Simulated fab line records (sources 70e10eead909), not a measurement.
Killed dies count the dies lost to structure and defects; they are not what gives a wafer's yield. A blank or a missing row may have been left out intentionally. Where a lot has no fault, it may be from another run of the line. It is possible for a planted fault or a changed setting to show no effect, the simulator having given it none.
The tool behind it: which one? | flow nand harc | Sampling: 14 lots, 42 wafers, 4 of 1302 route steps

== WHAT EACH GAUGE READ, for each wafer ==
NHARC_END_SORT_01.
lot  | measured     | on        | killed at array | killed at other | killed at periphery | killed dies | killed open | killed short
L569 | day 30 06:22 | prober-01 | 35 30 41        | 1 0 1           | 98 52 91            | 134 82 133  | 2 4 4       | 2 2 2
L568 | day 30 04:48 | prober-02 | 36 44 35        | 0 0 0           | 95 92 90            | 131 136 125 | 2 6 2       | 3 7 1
L570 | day 30 12:34 | prober-01 | 78 77 63        | 0 0 0           | 98 52 93            | 176 129 156 | 3 1 2       | 0 2 0

== WHAT TOOL EACH LOT RAN ON (gives the tool, then ch and the chambers of the sampled wafers, and finally the start) ==
lot  | NHARC_P_M1_ETCH_15                 | NHARC_A_BONDPAD_STRIP_15           | NHARC_THIN_TSV_CMP_21
L554 | rie diel-11 ch 1,2,3, day 6 13:30  | rie diel-13 ch 1,2,3, day 23 13:45 | cmp-03 ch 2,3, day 24 08:37
L555 | rie diel-10 ch 0,1, day 6 20:19    | rie diel-03 ch 0,3, day 23 15:21   | cmp-01 ch 0,1,3, day 24 10:02
L556 | rie diel-10 ch 0,1,2, day 7 02:42  | rie diel-03 ch 0,1,2, day 24 07:18 | cmp-04 ch 2,3, day 25 02:20
L557 | rie diel-11 ch 0,1, day 7 13:05    | rie diel-13 ch 0,1,3, day 25 05:35 | cmp-01 ch 1,2, day 26 01:53
L559 | rie diel-10 ch 1,2, day 8 10:35    | rie diel-13 ch 0,2, day 24 23:10   | cmp-01 ch 1,2, day 25 16:54
L560 | rie diel-10 ch 0,1,2, day 8 16:29  | rie diel-03 ch 0,2, day 24 20:48   | cmp-04 ch 0,3, day 25 15:50
L564 | rie diel-11 ch 0,2, day 10 10:11   | rie diel-09 ch 0,3, day 27 07:55   | cmp-01 ch 0,2, day 28 02:34
L565 | rie diel-10 ch 1,2, day 11 01:21   | rie diel-03 ch 1,2, day 27 08:26   | cmp-01 ch 0,2, day 28 04:34
L566 | rie diel-11 ch 1,2,3, day 11 04:05 | rie diel-03 ch 1,3, day 27 20:23   | cmp-01 ch 0,3, day 28 15:50
L569 | rie diel-10 ch 0,1,3, day 12 05:12 | rie diel-13 ch 0,2,3, day 28 18:17 | cmp-04 ch 0,1,3, day 29 16:53
L568 | rie diel-10 ch 2,3, day 12 05:46   | rie diel-09 ch 1,2, day 28 22:23   | cmp-04 ch 0,1,3, day 29 19:20
L570 | rie diel-10 ch 0,2,3, day 12 21:57 | rie diel-09 ch 0,1,2, day 28 19:36 | cmp-04 ch 2,3, day 29 15:58
L571 | rie diel-11 ch 0,3, day 13 03:50   | rie diel-03 ch 0,1,2, day 31 01:31 | cmp-03 ch 0,1,2, day 31 22:35
L574 | rie diel-11 ch 2,3, day 14 14:50   | rie diel-13 ch 0,2,3, day 31 21:40 | cmp-03 ch 2,3, day 32 16:18
- NHARC_P_M1_ETCH_15: etches the open film in C4F8/Ar, target depth 182.5 nm, time 91.2 s.
- NHARC_A_BONDPAD_STRIP_15: strips in O2.
- NHARC_THIN_TSV_CMP_21: polishes, t overpolish 30 s, target thk 2000 nm.

== AS READ BY THE TOOLS THEMSELVES (means over the sampled wafers that have a number; for cases with no such wafer, the mark the record gives instead) ==
NHARC_P_M1_ETCH_15.
lot  | tool        | oes product au (a.u.) | rf vpp V (V)
L554 | rie diel-11 | 0.975                 | 440.5
L555 | rie diel-10 | 0.957                 | 441.9
L556 | rie diel-10 | 0.962                 | 443.4
L557 | rie diel-11 | 0.978                 | 443.1
L559 | rie diel-10 | 0.960                 | 442.4
L560 | rie diel-10 | 0.968                 | 442.8
L564 | rie diel-11 | 0.927                 | 443.4
L565 | rie diel-10 | 0.975                 | 442.1
L566 | rie diel-11 | 0.952                 | 440.3
L569 | rie diel-10 | 0.957                 | 443.0
L568 | rie diel-10 | 0.969                 | 443.5
L570 | rie diel-10 | 0.966                 | 442.3
L571 | rie diel-11 | 0.948                 | 439.6
L574 | rie diel-11 | 0.945                 | 439.2

NHARC_A_BONDPAD_STRIP_15.
lot  | tool        | drypump motor current A (A) | oes product au (a.u.) | rf vpp V (V) | showerhead plenum p Torr (Torr) | throttle valve pct (%)
L554 | rie diel-13 | 5.78                        | 0.997                 | 58.1         | 3.54                            | 17.035
L555 | rie diel-03 | 5.67                        | 0.997                 | 59.0         | 3.67                            | 17.035
L556 | rie diel-03 | 5.82                        | 0.998                 | 57.7         | 3.68                            | 17.030
L557 | rie diel-13 | 5.61                        | 0.995                 | 57.1         | 3.57                            | 17.034
L559 | rie diel-13 | 5.87                        | 0.994                 | 57.5         | 3.43                            | 17.035
L560 | rie diel-03 | 5.67                        | 1.000                 | 58.5         | 3.73                            | 17.034
L564 | rie diel-09 | 5.60                        | 1.008                 | 58.0         | 3.58                            | 17.037
L565 | rie diel-03 | 6.09                        | 1.004                 | 58.5         | 3.61                            | 17.036
L566 | rie diel-03 | 5.93                        | 1.000                 | 57.7         | 3.60                            | 17.032
L569 | rie diel-13 | 5.76                        | 0.991                 | 58.4         | 3.53                            | 17.037
L568 | rie diel-09 | 5.73                        | 1.001                 | 57.5         | 3.52                            | 17.034
L570 | rie diel-09 | 5.72                        | 1.004                 | 57.2         | 3.58                            | 17.045
L571 | rie diel-03 | 5.85                        | 1.001                 | 57.8         | 3.67                            | 17.034
L574 | rie diel-13 | 5.74                        | 0.996                 | 57.8         | 3.52                            | 17.040

NHARC_THIN_TSV_CMP_21.
lot  | tool   | motor current A (A) | overpolish run s (s)
L554 | cmp-03 | 12.3                | 30.005
L555 | cmp-01 | 12.6                | 29.993
L556 | cmp-04 | 12.2                | 29.997
L557 | cmp-01 | 13.9                | 29.999
L559 | cmp-01 | 13.2                | 30.003
L560 | cmp-04 | 11.3                | 29.992
L564 | cmp-01 | 13.0                | 29.996
L565 | cmp-01 | 13.1                | 30.000
L566 | cmp-01 | 11.9                | 29.994
L569 | cmp-04 | 11.3                | 29.999
L568 | cmp-04 | 11.3                | 29.991
L570 | cmp-04 | 12.3                | 30.007
L571 | cmp-03 | 12.3                | 29.993
L574 | cmp-03 | 12.8                | 30.000

== THE ANSWER, worked out from the rows above alone ==
Rule: the usual values come from the lots themselves. The widest of any qualifying gaps counts: lots, ordered by their means at a reading, are off when they make up no more than a third of the lots, leave a main group of 4 or more, and stand apart from it by 3 or more times the standard deviation of that group's means. The tables above print the reading to a certain number of digits; a main group whose means all agree to those digits is not used. Also off: a lot with no number at a reading for which 4 or more lots have one. All remaining lots with rows at the step are treated as sound. The gauges are gone through in route order, then the tools' own readings, and for those a lot's mean is taken as printed above. At the first step where some lot is off, the reading lying furthest off is the one used; lots without a number count as furthest.
No lot is off on any of the readings shown, so nothing can be concluded from this.

== WHAT HAD BEEN PUT IN BY THE SIMULATOR ==
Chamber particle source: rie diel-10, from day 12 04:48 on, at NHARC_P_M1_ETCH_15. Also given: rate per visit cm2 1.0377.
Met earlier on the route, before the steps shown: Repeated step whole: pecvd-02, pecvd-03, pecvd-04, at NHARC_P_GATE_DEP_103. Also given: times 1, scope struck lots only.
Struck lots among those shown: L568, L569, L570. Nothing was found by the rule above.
